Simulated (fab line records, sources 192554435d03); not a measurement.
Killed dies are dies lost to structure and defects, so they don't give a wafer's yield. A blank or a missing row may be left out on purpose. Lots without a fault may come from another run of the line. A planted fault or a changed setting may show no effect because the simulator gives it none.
Chamber matching | flow n5_finfet | N5_BEOL_M8_DEP_56 on pecvd-04: 3 sister chambers
The step deposits SiCN from 3MS/NH3, target thk 10 nm, time 17.5 s. 6 wafers are shown with their chamber, then 10 later ones without.

WAFERS WITH THEIR CHAMBER
wafer  | chamber | showerhead_plenum_p_Torr (Torr) | rf_fwd_power_W (W)
L078.4 | 0       | 3.631                           | 197.6
L081.4 | 1       | 3.646                           | 198.2
L081.5 | 0       | 3.631                           | 199.2
L087.4 | 1       | 3.647                           | 199.3
L088.1 | 2       | 3.671                           | 199.7
L088.3 | 2       | 3.668                           | 199.0

WAFERS WITHOUT THEIR CHAMBER
wafer  | showerhead_plenum_p_Torr (Torr) | rf_fwd_power_W (W)
L088.5 | 3.642                           | 199.8
L089.2 | 3.650                           | 198.9
L089.4 | 3.664                           | 200.2
L089.5 | 3.626                           | 198.4
L091.2 | 3.637                           | 199.2
L091.4 | 3.632                           | 199.4
L091.5 | 3.674                           | 200.4
L095.3 | 3.632                           | 198.3
L095.4 | 3.658                           | 199.6
L095.5 | 3.627                           | 199.6

WHICH CHAMBER EACH WENT THROUGH
wafer  | from the rows above     | in truth
L088.5 | 1                       | 1
L089.2 | 1                       | 1
L089.4 | 2                       | 2
L089.5 | 0                       | 0
L091.2 | 0                       | 0
L091.4 | 0                       | 0
L091.5 | 2                       | 2
L095.3 | 0                       | 0
L095.4 | can't be placed: 2 or 1 | 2
L095.5 | 0                       | 0
Placed correctly: 9 of 10. Can't be placed from these rows: 1 (the true chamber is among the candidates in 1). Placed wrongly: 0.
How it was worked out, from the rows above alone: a wafer's distance from a chamber is the root of the sum, over the readings, of the square of ((its reading less the chamber's mean) divided by the reading's scatter). The wafer belongs to the nearest chamber; if the next one is less than 2 further off, it can't be placed. A chamber's mean is the mean of its shown wafers. The scatter: the root of (the sum of the squares of (reading less its chamber's mean) over the shown wafers, divided by (wafers less chambers)).
